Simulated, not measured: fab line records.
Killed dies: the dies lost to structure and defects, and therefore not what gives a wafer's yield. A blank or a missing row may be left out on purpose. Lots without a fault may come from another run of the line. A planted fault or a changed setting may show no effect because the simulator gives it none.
Matching of chambers || flow nand harc || pecvd-01 running NHARC_A_STAIRCASE_DEP_322: 3 sister chambers
The step deposits SiO2, target thk 3800 nm. 18 wafers are shown with their chamber, then 9 later ones without.

== EACH WAFER AND ITS CHAMBER ==
{"wafer": "L076.2", "chamber": 0, "heater power w (W)": 619, "mfc precursor sccm (sccm)": 199.8}
{"wafer": "L076.3", "chamber": 1, "heater power w (W)": 848, "mfc precursor sccm (sccm)": 200.9}
{"wafer": "L076.4", "chamber": 0, "heater power w (W)": 612, "mfc precursor sccm (sccm)": 200.6}
{"wafer": "L077.1", "chamber": 0, "heater power w (W)": 644, "mfc precursor sccm (sccm)": 199.2}
{"wafer": "L077.5", "chamber": 1, "heater power w (W)": 689, "mfc precursor sccm (sccm)": 199.9}
{"wafer": "L077.6", "chamber": 2, "heater power w (W)": 618, "mfc precursor sccm (sccm)": 200.0}
{"wafer": "L079.1", "chamber": 2, "heater power w (W)": 699, "mfc precursor sccm (sccm)": 199.2}
{"wafer": "L079.2", "chamber": 1, "heater power w (W)": 699, "mfc precursor sccm (sccm)": 200.3}
{"wafer": "L079.3", "chamber": 0, "heater power w (W)": 717, "mfc precursor sccm (sccm)": 200.4}
{"wafer": "L081.1", "chamber": 0, "heater power w (W)": 699, "mfc precursor sccm (sccm)": 200.1}
{"wafer": "L081.3", "chamber": 1, "heater power w (W)": 704, "mfc precursor sccm (sccm)": 199.5}
{"wafer": "L081.4", "chamber": 1, "heater power w (W)": 672, "mfc precursor sccm (sccm)": 200.0}
{"wafer": "L083.3", "chamber": 2, "heater power w (W)": 649, "mfc precursor sccm (sccm)": 199.8}
{"wafer": "L083.4", "chamber": 1, "heater power w (W)": 677, "mfc precursor sccm (sccm)": 199.9}
{"wafer": "L083.6", "chamber": 2, "heater power w (W)": 618, "mfc precursor sccm (sccm)": 200.5}
{"wafer": "L087.3", "chamber": 0, "heater power w (W)": 672, "mfc precursor sccm (sccm)": 199.9}
{"wafer": "L087.4", "chamber": 2, "heater power w (W)": 615, "mfc precursor sccm (sccm)": 199.0}
{"wafer": "L087.5", "chamber": 1, "heater power w (W)": 675, "mfc precursor sccm (sccm)": 200.3}

SIGNATURES, as means of the wafers listed above
{"reading": "heater power w", "chamber 0": 660.50, "chamber 1": 709.14, "chamber 2": 639.80, "scatter within a chamber": 50.1}
{"reading": "mfc precursor sccm", "chamber 0": 200.000, "chamber 1": 200.114, "chamber 2": 199.700, "scatter within a chamber": 0.508}
Rule: for a wafer and a chamber, the distance is found by dividing, reading by reading, the gap between the wafer's reading and the chamber's mean by the reading's scatter, squaring, summing and taking the root. If the next closest chamber is less than 2 further off than the closest, the wafer can't be placed; otherwise it belongs to the closest. The scatter is the square root of a quotient: the sum, over the shown wafers, of each reading's squared deviation from its chamber's mean, divided by wafers minus chambers.

== WAFERS WITH NO CHAMBER GIVEN ==
{"wafer": "L086.1", "heater power w (W)": 703, "mfc precursor sccm (sccm)": 200.0}
{"wafer": "L086.4", "heater power w (W)": 606, "mfc precursor sccm (sccm)": 200.8}
{"wafer": "L086.6", "heater power w (W)": 598, "mfc precursor sccm (sccm)": 200.5}
{"wafer": "L093.1", "heater power w (W)": 745, "mfc precursor sccm (sccm)": 200.6}
{"wafer": "L093.2", "heater power w (W)": 682, "mfc precursor sccm (sccm)": 200.1}
{"wafer": "L093.3", "heater power w (W)": 634, "mfc precursor sccm (sccm)": 199.8}
{"wafer": "L097.3", "heater power w (W)": 690, "mfc precursor sccm (sccm)": 200.4}
{"wafer": "L097.4", "heater power w (W)": 616, "mfc precursor sccm (sccm)": 200.3}
{"wafer": "L097.6", "heater power w (W)": 673, "mfc precursor sccm (sccm)": 200.5}

== WHICH CHAMBER EACH ONE RAN IN ==
{"wafer": "L086.1", "from the rows above": "can't be placed: 1 or 0 or 2", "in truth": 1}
{"wafer": "L086.4", "from the rows above": "can't be placed: 0 or 2 or 1", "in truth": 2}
{"wafer": "L086.6", "from the rows above": "can't be placed: 0 or 2 or 1", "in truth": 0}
{"wafer": "L093.1", "from the rows above": "can't be placed: 1 or 0 or 2", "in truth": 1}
{"wafer": "L093.2", "from the rows above": "can't be placed: 0 or 1 or 2", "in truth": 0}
{"wafer": "L093.3", "from the rows above": "can't be placed: 2 or 0 or 1", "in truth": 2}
{"wafer": "L097.3", "from the rows above": "can't be placed: 1 or 0 or 2", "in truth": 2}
{"wafer": "L097.4", "from the rows above": "can't be placed: 0 or 2 or 1", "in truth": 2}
{"wafer": "L097.6", "from the rows above": "can't be placed: 0 or 1 or 2", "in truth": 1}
Correct placement for 0 of the 9. Not placeable from these rows: 9 (in 9, the candidates include the true chamber). Number placed wrongly: 0.
